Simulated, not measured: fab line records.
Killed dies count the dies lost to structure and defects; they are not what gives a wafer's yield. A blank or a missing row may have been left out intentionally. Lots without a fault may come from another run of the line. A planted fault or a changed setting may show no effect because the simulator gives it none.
fab line records -- flow n5-finfet
[record] lots = 6, wafers = 18, last-day = 17
route steps=1938 shown BEOL_M15@1807
lots that met no fault: taken from a fault-free run of the same line
start-h: the number of hours between the record's first day and the start of the first shown wafer of the lot -- wait-h: hours from the lot's prior step to this one -- " the same as in the row above -- L1.1+2: a single row standing in for several wafers -- - value missing, or start not given -- * or withheld: withheld -- < > ~ a bound
route shown NAME@n: a module of which the file shows steps, and the number in the route of the first -- usual: the fault-free wafers' mean and standard deviation -- same: alike in all rows -- chamber/n: place in a boat -- sites: readings site by site -- _std_site: standard deviation across them -- _edge_site: mean of outer sites minus mean of inner sites -- radius-mm: how far each site lies from the wafer's centre -- mask NAME#n: copy n -- behind: tool/chamber where the wafer was last shaped -- hold: cause of the lot's hold/its duration in hours/its outcome -- device: which transistor (n, p or np) failed to switch -- end of line: the tests these same wafers got at the end of their route -- step lacking rows: just its recipe -- killed: not the wafer's yield, but the dies lost to structure and defects at the first sort -- map: shows each die of a wafer: x if killed, . if not, _ if none is there
set.NAME: the run value of the setting; set.NAME@STEP: its run value at that earlier step -- model.NAME: the simulator's own value behind a step, which no gauge read
certain route steps with their lots: each step a table, each wafer a row
services: when a tool's chamber went out of use (start-h, in hours from the record's first day, below 0 if earlier), for how many hours, and the reason
[[steps]]
[step N5_BEOL_M15_DESCUM_33]
[recipe] chemistry = O2, time-s = 7.9, source-power-w = 50, bias-power-w = 20, pressure-mtorr = 20, rf-frequency-hz = 2.712e+07, temp-c = 40, o2-flow-sccm = 225
[step N5_BEOL_M15_ETCH_61]
[recipe] chemistry = N2/H2, target = BARC, target-depth-a = 890, overetch-a = 267, time-s = 67.9, ion-energy-ev = 200, pressure-mtorr = 30, source-w = 840, bias-w = 150, n2-flow-sccm = 200, h2-flow-sccm = 200
[usual] drypump-motor-current-A = 5.5/0.5, h2-flow-sccm = 200.0/0.64, oes-product-au = 0.67/0.067, rf-vpp-V = 523.8/2.4, showerhead-plenum-p-Torr = 2.54/0.083, throttle-valve-pct = 17.89/0.27
lot.wafer,tool,chamber,start-h,wait-h,drypump-motor-current-A,h2-flow-sccm,oes-product-au,rf-hours-counter-h,rf-vpp-V,showerhead-plenum-p-Torr,throttle-valve-pct
L905.2,rie-diel-03,2,283.35,0.0,4.8,200.7,0.76,28,522.1,2.48,17.32
L905.5,rie-diel-03,0,283.35,0.0,5.3,200.4,0.59,-,526.4,2.63,18.01
L905.6,rie-diel-03,3,283.35,0.0,5.1,200.4,0.70,-,524.6,2.55,17.73
L912.1,rie-diel-06,2,327.17,0.0,5.7,199.9,0.61,186,521.6,2.43,18.40
L912.2,rie-diel-06,0,327.17,0.0,5.5,200.0,0.62,197,519.5,2.41,18.09
L912.4,rie-diel-06,3,327.17,0.0,6.8,199.5,0.70,86,523.4,2.57,17.64
L913.4,rie-diel-06,1,327.45,0.0,5.3,199.9,0.70,106,523.9,2.57,18.04
L913.5,rie-diel-06,3,327.45,0.0,6.8,200.4,0.70,-,523.2,2.57,17.64
L913.6,rie-diel-06,2,327.45,0.0,5.7,200.3,0.61,-,520.6,2.43,18.40
L914.2,rie-diel-06,0,347.17,0.0,5.5,200.1,0.62,203,519.5,2.41,18.12
L914.3,rie-diel-06,3,347.17,0.0,6.7,200.2,0.70,92,524.9,2.56,17.65
L914.5,rie-diel-06,0,347.17,0.0,5.5,200.5,0.62,-,520.8,2.41,18.10
L920.1,rie-diel-05,1,383.95,0.0,5.6,200.7,0.71,56,526.4,2.69,17.94
L920.4,rie-diel-05,0,383.95,0.0,5.3,200.1,0.61,221,523.1,2.51,17.67
L920.5,rie-diel-05,1,383.95,0.0,5.6,200.3,0.71,-,527.1,2.69,17.94
L922.1,rie-diel-06,0,391.39,0.0,5.5,198.7,0.61,215,521.4,2.40,18.15
L922.2,rie-diel-06,2,391.39,0.0,5.7,200.2,0.59,207,520.2,2.42,18.43
L922.5,rie-diel-06,0,391.39,0.0,5.5,200.2,0.61,-,520.4,2.40,18.14
[step N5_BEOL_M15_TRENCH_ETCH_34]
[recipe] chemistry = C4F8/O2/Ar, target = SiO2, target-depth-a = 8729.3, he-inner-torr = 15, he-outer-torr = 30, time-s = 199, ion-energy-ev = 800, pressure-mtorr = 20, source-w = 1905, bias-w = 2040, Ar_flow_sccm = 400, C4F8_flow_sccm = 16, O2_flow_sccm = 12
[step N5_BEOL_M15_STRIP_36]
[recipe] chemistry = O2, power-w = 600, temp-c = 60, pressure-mtorr = 30, rf-frequency-hz = 6e+07, bias-power-w = 0, overash-fraction = 0.3, o2-flow-sccm = 225
[step N5_BEOL_M15_STRIP_62]
[recipe] chemistry = O2, power-w = 600, temp-c = 60, pressure-mtorr = 30, rf-frequency-hz = 6e+07, bias-power-w = 0, overash-fraction = 0.3, o2-flow-sccm = 225
[usual] drypump-motor-current-A = 5.6/0.51, oes-product-au = 0.78/0.074, rf-vpp-V = 3.6/0.44, showerhead-plenum-p-Torr = 2.09/0.071, temp-c = 60.01/0.13, throttle-valve-pct = 16.71/0.22
[same] overash-fraction = 0.3
lot.wafer,tool,chamber,start-h,wait-h,drypump-motor-current-A,oes-product-au,rf-hours-counter-h,rf-vpp-V,showerhead-plenum-p-Torr,temp-c,throttle-valve-pct
L905.2,rie-diel-06,0,-,-,5.5,0.73,185,3.8,2.00,60.21,16.96
L905.5,rie-diel-06,2,-,-,5.7,0.72,-,3.7,2.00,60.06,17.06
L905.6,rie-diel-06,1,-,-,5.4,0.84,-,2.8,2.12,59.98,16.74
L912.1,rie-diel-03,1,-,-,5.1,0.67,245,3.6,2.14,60.05,16.74
L912.2,rie-diel-03,0,-,-,5.3,0.67,238,3.6,2.15,59.86,16.80
L912.4,rie-diel-03,2,-,-,4.8,0.87,41,2.7,2.05,59.96,16.18
L913.4,rie-diel-05,0,-,-,5.3,0.72,206,3.6,2.07,59.71,16.51
L913.5,rie-diel-05,0,-,-,5.3,0.72,-,3.5,2.07,59.93,16.51
L913.6,rie-diel-05,1,-,-,5.6,0.86,-,4.2,2.22,59.91,16.70
L914.2,rie-diel-06,1,-,-,5.4,0.81,114,4.0,2.11,59.83,16.77
L914.3,rie-diel-06,2,-,-,5.7,0.70,194,3.7,2.00,60.00,17.11
L914.5,rie-diel-06,3,-,-,6.8,0.82,-,3.9,2.11,59.94,16.48
L920.1,rie-diel-05,1,-,-,5.6,0.83,56,3.3,2.21,59.92,16.70
L920.4,rie-diel-05,3,-,-,5.4,0.70,-,3.1,2.16,60.25,16.77
L920.5,rie-diel-05,0,-,-,5.3,0.71,-,3.5,2.06,60.08,16.54
L922.1,rie-diel-05,2,-,-,6.0,0.88,46,3.5,2.04,60.16,16.64
L922.2,rie-diel-05,0,-,-,5.3,0.71,225,4.1,2.06,59.91,16.54
L922.5,rie-diel-05,3,-,-,5.4,0.70,-,3.9,2.16,60.08,16.80
[step N5_BEOL_M15_STRIP_37]
[recipe] chemistry = O2, power-w = 600, temp-c = 60, pressure-mtorr = 30, rf-frequency-hz = 6e+07, bias-power-w = 0, overash-fraction = 0.3, o2-flow-sccm = 225
[usual] drypump-motor-current-A = 5.6/0.5, oes-product-au = 0.78/0.073, rf-vpp-V = 3.7/0.69, showerhead-plenum-p-Torr = 2.09/0.071, temp-c = 60.01/0.13, throttle-valve-pct = 16.71/0.22
[same] overash-fraction = 0.3
lot.wafer,tool,chamber,start-h,wait-h,drypump-motor-current-A,oes-product-au,rf-hours-counter-h,rf-vpp-V,showerhead-plenum-p-Torr,temp-c,throttle-valve-pct
L905.2,rie-diel-06,0,-,-,5.5,0.73,185,5.1,2.00,60.07,16.96
L905.5,rie-diel-06,2,-,-,5.7,0.72,-,3.3,2.00,59.92,17.09
L905.6,rie-diel-06,1,-,-,5.3,0.84,-,3.0,2.12,60.02,16.72
L912.1,rie-diel-03,1,-,-,5.2,0.68,245,3.3,2.15,59.92,16.75
L912.2,rie-diel-03,0,-,-,5.3,0.68,238,2.8,2.15,60.04,16.79
L912.4,rie-diel-03,2,-,-,4.8,0.87,41,2.8,2.05,59.89,16.21
L913.4,rie-diel-05,0,-,-,5.3,0.72,206,4.0,2.07,59.86,16.51
L913.5,rie-diel-05,0,-,-,5.3,0.73,-,3.5,2.07,59.97,16.53
L913.6,rie-diel-05,1,-,-,5.6,0.86,-,3.5,2.22,59.99,16.69
L914.2,rie-diel-06,1,-,-,5.4,0.81,114,2.8,2.11,60.03,16.77
L914.3,rie-diel-06,2,-,-,5.7,0.70,194,2.9,2.00,60.32,17.12
L914.5,rie-diel-06,3,-,-,6.8,0.81,-,3.9,2.11,60.06,16.48
L920.1,rie-diel-05,1,-,-,5.6,0.85,56,3.8,2.21,60.07,16.71
L920.4,rie-diel-05,3,-,-,5.4,0.69,-,2.8,2.16,60.11,16.79
L920.5,rie-diel-05,0,-,-,5.3,0.72,-,4.9,2.06,60.10,16.53
L922.1,rie-diel-05,2,-,-,6.0,0.89,46,4.8,2.04,60.10,16.62
L922.2,rie-diel-05,0,-,-,5.3,0.72,225,5.3,2.06,60.24,16.56
L922.5,rie-diel-05,3,-,-,5.4,0.69,-,2.9,2.16,59.72,16.80
[step N5_BEOL_M15_ETCH_38]
[recipe] chemistry = CF4/N2, target = SiCN, target-depth-a = 1064, taper-deg = 2, time-s = 120.5, ion-energy-ev = 150, mask-material = SiO2, pressure-mtorr = 40, source-w = 430, bias-w = 70, Ar_flow_sccm = 100, cf4-flow-sccm = 60, n2-flow-sccm = 60
[usual] drypump-motor-current-A = 5.6/0.51, oes-product-au = 0.78/0.074, rf-vpp-V = 382.3/2, showerhead-plenum-p-Torr = 2.21/0.071, throttle-valve-pct = 15.50/0.21
lot.wafer,tool,chamber,start-h,wait-h,drypump-motor-current-A,oes-product-au,rf-hours-counter-h,rf-vpp-V,showerhead-plenum-p-Torr,throttle-valve-pct
L905.2,rie-diel-06,0,-,-,5.5,0.73,185,378.0,2.11,15.69
L905.5,rie-diel-06,2,-,-,5.7,0.71,-,379.5,2.12,15.86
L905.6,rie-diel-06,1,-,-,5.3,0.83,-,381.3,2.23,15.54
L912.1,rie-diel-03,1,-,-,5.2,0.67,245,383.7,2.27,15.60
L912.2,rie-diel-03,0,-,-,5.3,0.67,238,384.0,2.26,15.55
L912.4,rie-diel-03,2,-,-,4.8,0.86,41,379.1,2.16,14.96
L913.4,rie-diel-05,0,-,-,5.3,0.71,206,382.7,2.19,15.36
L913.5,rie-diel-05,0,-,-,5.3,0.71,-,381.7,2.19,15.35
L913.6,rie-diel-05,1,-,-,5.6,0.86,-,385.5,2.33,15.45
L914.2,rie-diel-06,1,-,-,5.3,0.81,114,380.8,2.23,15.58
L914.3,rie-diel-06,2,-,-,5.7,0.69,194,379.8,2.11,15.89
L914.5,rie-diel-06,3,-,-,6.7,0.81,-,382.8,2.23,15.31
L920.1,rie-diel-05,1,-,-,5.6,0.85,56,386.0,2.32,15.48
L920.4,rie-diel-05,3,-,-,5.4,0.69,-,383.5,2.27,15.57
L920.5,rie-diel-05,0,-,-,5.3,0.71,-,381.5,2.19,15.39
L922.1,rie-diel-05,2,-,-,6.0,0.87,46,379.9,2.16,15.41
L922.2,rie-diel-05,0,-,-,5.3,0.71,225,381.9,2.19,15.40
L922.5,rie-diel-05,3,-,-,5.4,0.69,-,382.1,2.27,15.58
[step N5_BEOL_M15_PRECLEAN_39]
[recipe] chemistry = residue-remover, time-s = 60, temp-c = 40
[step N5_BEOL_M15_SRD_40]
[recipe] time-s = 30, temp-c = 23, rinse-liquid = diw, dry = n2-spin, spin-rpm = 1500, dry-time-s = 30
[step N5_BEOL_M15_DEGAS_41]
[recipe] ambient = vacuum, temp-c = 300, time-s = 60
[usual] heater-power-w = 439/22
lot.wafer,tool,chamber,start-h,wait-h,heater-power-w
L905.2,pvd-sputter-03,-,287.94,0.2,423
L905.5,pvd-sputter-03,-,287.94,0.2,417
L905.6,pvd-sputter-03,-,287.94,0.2,482
L912.1,pvd-sputter-01,-,329.23,1.5,459
L912.2,pvd-sputter-01,-,329.23,1.5,415
L912.4,pvd-sputter-01,-,329.23,1.5,440
L913.4,pvd-sputter-03,-,329.95,0.2,425
L913.5,pvd-sputter-03,-,329.95,0.2,424
L913.6,pvd-sputter-03,-,329.95,0.2,424
L914.2,pvd-sputter-01,-,349.55,0.0,449
L914.3,pvd-sputter-01,-,349.55,0.0,443
L914.5,pvd-sputter-01,-,349.55,0.0,427
L920.1,pvd-sputter-01,-,386.60,0.4,438
L920.4,pvd-sputter-01,-,386.60,0.4,422
L920.5,pvd-sputter-01,-,386.60,0.4,423
L922.1,pvd-sputter-03,-,395.55,0.1,430
L922.2,pvd-sputter-03,-,395.55,0.1,436
L922.5,pvd-sputter-03,-,395.55,0.1,416
[step N5_BEOL_M15_PRE_CLEAN_42]
[recipe] gas = H2/He, time-s = 30, temp-c = 300
[step N5_BEOL_M15_SPUTTER_43]
[recipe] material = TaN, target-thk-a = 150, temp-c = 50, bias-v = 168.6, power-w = 15000, chamber-pressure-pa = 0.12, time-s = 24.19
[usual] throttle-valve-pct = 29.5/0.89
lot.wafer,tool,chamber,start-h,wait-h,throttle-valve-pct,model.TaN_of_BEOL_M15_SPUTTER_43.thk-nm
L905.2,pvd-sputter-03,-,288.02,0.0,29.6,15
L905.5,pvd-sputter-03,-,288.02,0.0,29.8,15.2
L905.6,pvd-sputter-03,-,288.02,0.0,29.2,15.2
L912.1,pvd-sputter-01,-,329.31,0.0,31.8,14.8
L912.2,pvd-sputter-01,-,329.31,0.0,27.9,14.6
L912.4,pvd-sputter-01,-,329.31,0.0,31.4,14.6
L913.4,pvd-sputter-03,-,330.03,0.0,29.3,15
L913.5,pvd-sputter-03,-,330.03,0.0,29.2,15.2
L913.6,pvd-sputter-03,-,330.03,0.0,29.3,15.2
L914.2,pvd-sputter-01,-,349.63,0.0,29.5,15.4
L914.3,pvd-sputter-01,-,349.63,0.0,31.5,13.4
L914.5,pvd-sputter-01,-,349.63,0.0,27.9,15.4
L920.1,pvd-sputter-01,-,386.68,0.0,28.9,15.2
L920.4,pvd-sputter-01,-,386.68,0.0,28.2,13.2
L920.5,pvd-sputter-01,-,386.68,0.0,28.0,15.2
L922.1,pvd-sputter-03,-,395.64,0.0,29.3,15.2
L922.2,pvd-sputter-03,-,395.64,0.0,30.3,15.2
L922.5,pvd-sputter-03,-,395.64,0.0,29.4,15.4
[step N5_BEOL_M15_SPUTTER_44]
[recipe] material = Ta, target-thk-a = 150, temp-c = 50, bias-v = 80, power-w = 15000, chamber-pressure-pa = 0.07, time-s = 24.19
[step N5_BEOL_M15_SPUTTER_45]
[recipe] material = Cu, target-thk-a = 1000, temp-c = -20, bias-v = 60, power-w = 26000, chamber-pressure-pa = 0.13, time-s = 16.67
[step N5_BEOL_M15_ECD_47]
[recipe] material = Cu, target-thk-a = 18600
[step N5_BEOL_M15_ANNEAL_48]
[recipe] temp-c = 225, time-s = 90, ambient = N2
[step N5_BEOL_M15_CMP_49]
[recipe] stop-on = SiO2, t-overpolish-s = 4.9, down-force-psi = 2, platen-rpm = 80, clearing-platen-down-force-psi = 2, clearing-platen-rpm = 80, post-cmp-clean = cu-alkaline, target-thk-nm = 850, clearing-platen-pad-velocity-m-s = 1.5917, pad-velocity-m-s = 1.5917
[usual] barrier-field-endpoint-s = 11.39/0.25, motor-current-A = 8.4/0.88
lot.wafer,tool,chamber,start-h,wait-h,barrier-field-endpoint-s,motor-current-A
L905.2,cmp-04,0,289.15,0.2,11.39,8.3
L905.6,cmp-04,3,289.15,0.2,11.19,7.6
L905.5,cmp-04,0,289.15,0.2,11.35,8.1
L912.4,cmp-04,2,330.22,0.1,11.06,9.1
L912.1,cmp-04,3,330.22,0.1,10.99,7.9
L912.2,cmp-04,1,330.22,0.1,11.12,8.6
L913.4,cmp-01,0,331.03,0.1,11.60,9.8
L913.6,cmp-01,0,331.03,0.1,11.25,9.2
L913.5,cmp-01,1,331.03,0.1,11.67,8.0
L914.3,cmp-04,2,351.10,0.2,10.77,9.1
L914.2,cmp-04,0,351.10,0.2,11.82,8.3
L914.5,cmp-04,2,351.10,0.2,11.87,8.8
L920.1,cmp-02,2,387.53,0.3,11.20,7.0
L920.4,cmp-02,3,387.53,0.3,10.65,8.6
L920.5,cmp-02,2,387.53,0.3,11.56,7.1
L922.1,cmp-01,0,396.51,0.3,11.69,9.4
L922.2,cmp-01,2,396.51,0.3,11.73,9.8
L922.5,cmp-01,3,396.51,0.3,11.76,7.6
[step N5_BEOL_M15_THK_MEAS_50]
[recipe] thk-meas-gauge = xrf, reads = Cu_of_BEOL_M15_ECD_47
[usual] M15_THK = 829/13
lot.wafer,tool,chamber,start-h,wait-h,M15_THK[nm]
L905.2,film-metro-02,-,289.41,-,820
L905.5,film-metro-02,-,289.41,-,809
L905.6,film-metro-02,-,289.41,-,824
L912.1,film-metro-02,-,330.52,-,829
L912.2,film-metro-02,-,330.52,-,828
L912.4,film-metro-02,-,330.52,-,840
L913.4,film-metro-01,-,331.32,-,838
L913.5,film-metro-01,-,331.32,-,851
L913.6,film-metro-01,-,331.32,-,820
L914.2,film-metro-01,-,351.39,-,823
L914.3,film-metro-01,-,351.39,-,838
L914.5,film-metro-01,-,351.39,-,832
L920.1,film-metro-02,-,387.79,-,845
L920.4,film-metro-02,-,387.79,-,820
L920.5,film-metro-02,-,387.79,-,854
L922.1,film-metro-02,-,396.77,-,819
L922.2,film-metro-02,-,396.77,-,809
L922.5,film-metro-02,-,396.77,-,827
[[services]]
tool,chamber,start-h,hours,kind
cmp-04,-,262.70,6.3,repair
cmp-02,-,264.82,10.7,pm
rie-diel-05,2,283.44,5.7,repair
rie-diel-03,1,291.24,4.8,repair
rie-diel-03,-,296.14,0.2,repair
cmp-01,-,300.61,0.5,repair
rie-diel-06,-,307.82,0.2,repair
cmp-02,-,308.38,3.8,repair
cmp-02,-,328.15,4.0,pm
cmp-04,-,340.01,0.6,repair
rie-diel-03,1,340.61,-,clean
rie-diel-03,1,340.61,-,consumable-replace:focus-ring
rie-diel-03,1,340.61,18.4,scheduled-down
rie-diel-03,1,340.61,18.4,vent-cycle
rie-diel-03,0,341.19,7.5,repair
pvd-sputter-01,-,363.13,9.5,repair
cmp-01,-,364.32,22.6,repair
rie-diel-03,0,369.79,-,clean
rie-diel-06,1,372.25,20.2,repair
rie-diel-05,2,385.76,2.4,repair
cmp-02,-,385.79,1.3,repair
cmp-01,-,387.18,6.0,pm
cmp-04,-,393.25,3.5,pm
rie-diel-06,0,394.34,4.2,repair
[[key]]
[first-sign] step = N5_BEOL_M15_CMP_49, reading = barrier-field-endpoint-s, direction = down, sigmas = 2.7, usual = 11.39, struck = 10.71
effect none on later readings
[model-effect] step = N5_BEOL_M15_SPUTTER_43, value = TaN_of_BEOL_M15_SPUTTER_43.thk-nm, without = 15.3, struck = 13.3
met-at N5_BEOL_M15_SPUTTER_43
struck-wafers L914.3,L920.4
onset-between 329.31 349.63
[fault] kind = process-parameter-drift, tool = pvd-sputter-01, chamber = -, onset-h = 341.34, steps = N5_BEOL_M15_SPUTTER_43, channel = time-s, offset = *, shape = step, end-h = 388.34, scope = struck-wafers-only, acts-in = *, stated = *
